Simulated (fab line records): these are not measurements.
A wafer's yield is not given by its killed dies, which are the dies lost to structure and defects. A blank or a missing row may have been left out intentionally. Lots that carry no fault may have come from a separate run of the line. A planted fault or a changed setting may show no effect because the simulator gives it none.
Matching of chambers | flow nandHarc | NHARC_A_STAIRCASE_DEP_417 on pecvd-04: 3 sister chambers
The step deposits Si3N4, target thk 60 nm. 6 wafers are shown with their chamber, then 10 later ones without.

EACH WAFER AND ITS CHAMBER
wafer  | chamber | showerheadVppV (V) | heaterPowerW (W)
L084.1 | 2       | 1239               | 673
L088.4 | 0       | 1339               | 530
L088.6 | 2       | 1257               | 637
L089.2 | 0       | 1341               | 607
L090.1 | 1       | 1401               | 637
L090.4 | 1       | 1377               | 624

WAFERS WHOSE CHAMBER IS MISSING
wafer  | showerheadVppV (V) | heaterPowerW (W)
L090.5 | 1263               | 633
L092.4 | 1375               | 626
L092.5 | 1271               | 719
L092.6 | 1348               | 640
L093.2 | 1360               | 639
L093.3 | 1390               | 678
L093.6 | 1358               | 657
L097.2 | 1335               | 638
L097.4 | 1244               | 732
L097.5 | 1382               | 615

WHICH CHAMBER EACH ONE RAN IN
wafer  | from the rows above     | in truth
L090.5 | 2                       | 2
L092.4 | 1                       | 1
L092.5 | 2                       | 2
L092.6 | can't be placed: 0 or 1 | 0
L093.2 | can't be placed: 1 or 0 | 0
L093.3 | 1                       | 1
L093.6 | can't be placed: 1 or 0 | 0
L097.2 | 0                       | 0
L097.4 | 2                       | 2
L097.5 | 1                       | 1
Correctly placed: 7 of 10. Unplaceable from these rows: 3, with the true chamber sitting among the candidates in 3. Placed wrongly: 0.
How it was worked out, from the rows above alone: a wafer's distance from a chamber is the root of the sum, over the readings, of the square of ((its reading less the chamber's mean) divided by the reading's scatter). If the next closest chamber is less than 2 further off than the closest, the wafer can't be placed; otherwise it belongs to the closest. The mean given for a chamber averages the wafers shown for that chamber. The scatter: take each reading less its chamber's mean, square it, sum over the shown wafers, divide by the number of wafers less the number of chambers, and take the root.
